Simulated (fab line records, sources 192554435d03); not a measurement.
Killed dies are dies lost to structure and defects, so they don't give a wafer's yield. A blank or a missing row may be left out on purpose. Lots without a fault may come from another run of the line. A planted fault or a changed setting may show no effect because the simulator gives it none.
Chamber matching | flow n5_finfet | N5_BEOL_M12_CMP_49 on cmp-01: 4 sister chambers
The step polishes, stops on SiOC, t overpolish 20.6 s, target thk 320 nm. 4 wafers are shown with their chamber, then 9 later ones without.

WAFERS WITH THEIR CHAMBER
wafer  | chamber | motor_current_A (A)
L083.3 | 1       | 6.0
L083.4 | 0       | 7.2
L084.2 | 3       | 5.9
L084.6 | 2       | 5.3

WAFERS WITHOUT THEIR CHAMBER
wafer  | motor_current_A (A)
L085.2 | 7.8
L085.5 | 6.4
L085.6 | 7.6
L088.1 | 7.9
L088.3 | 6.4
L088.4 | 5.5
L093.4 | 6.3
L093.5 | 5.7
L093.6 | 7.4

WHICH CHAMBER EACH WENT THROUGH
wafer  | from the rows above               | in truth
L085.2 | 0                                 | 0
L085.5 | can't be placed: 1 or 3 or 0 or 2 | 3
L085.6 | 0                                 | 0
L088.1 | 0                                 | 0
L088.3 | can't be placed: 1 or 3 or 0 or 2 | 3
L088.4 | can't be placed: 2 or 3 or 1      | 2
L093.4 | can't be placed: 1 or 3 or 0 or 2 | 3
L093.5 | can't be placed: 3 or 1 or 2      | 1
L093.6 | 0                                 | 0
Placed correctly: 4 of 9. Can't be placed from these rows: 5 (the true chamber is among the candidates in 5). Placed wrongly: 0.
How it was worked out, from the rows above alone: a wafer's distance from a chamber is the root of the sum, over the readings, of the square of ((its reading less the chamber's mean) divided by the reading's scatter). The wafer belongs to the nearest chamber; if the next one is less than 2 further off, it can't be placed. A chamber's mean is the mean of its shown wafers. The scatter: with one shown wafer a chamber, the root of the mean of the squares of how far each hidden wafer lies from its nearest shown one.
